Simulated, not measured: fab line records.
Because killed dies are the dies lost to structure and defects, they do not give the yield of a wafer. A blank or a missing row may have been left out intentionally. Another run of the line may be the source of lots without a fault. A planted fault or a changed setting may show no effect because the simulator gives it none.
Chamber matching	flow nandHarc	pecvd-01 running NHARC_A_CHANNEL_HOLE_D1_DEP_01: 3 sister chambers
The step deposits SiON, target thk 140 nm. 14 wafers are shown with their chamber, then 7 later ones without.

EACH WAFER AND ITS CHAMBER
wafer	chamber	heaterPowerW (W)
L550.1	0	632
L550.2	1	728
L550.5	1	738
L556.3	1	712
L556.5	0	696
L556.6	2	728
L558.1	0	688
L558.3	2	749
L558.6	0	714
L557.2	0	622
L557.3	2	780
L557.5	0	626
L565.1	1	740
L565.5	2	694

SIGNATURES, as means of the wafers listed above
reading	chamber 0	chamber 1	chamber 2	scatter within a chamber
heaterPowerW	663.00	729.50	737.75	34
Rule: for each reading, subtract the chamber's mean from the wafer's reading, divide by that reading's scatter and square the result; add these up over the readings and take the root, which gives the wafer's distance from the chamber. The wafer belongs to the nearest chamber; if the next one is less than 2 further off, it can't be placed. The scatter: take each reading less its chamber's mean, square it, sum over the shown wafers, divide by the number of wafers less the number of chambers, and take the root.

WAFERS WHOSE CHAMBER IS MISSING
wafer	heaterPowerW (W)
L565.6	750
L566.2	756
L566.3	589
L566.5	620
L569.2	809
L569.4	740
L569.6	654

WHICH CHAMBER EACH WENT THROUGH
wafer	from the rows above	in truth
L565.6	can't be placed: 2 or 1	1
L566.2	can't be placed: 2 or 1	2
L566.3	can't be placed: 0 or 1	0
L566.5	can't be placed: 0 or 1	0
L569.2	can't be placed: 2 or 1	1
L569.4	can't be placed: 2 or 1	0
L569.6	can't be placed: 0 or 1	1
Placed correctly: 0 of 7. Cannot be placed on the basis of these rows: 7; the candidates contain the true chamber in 6. Wrongly placed: 0.
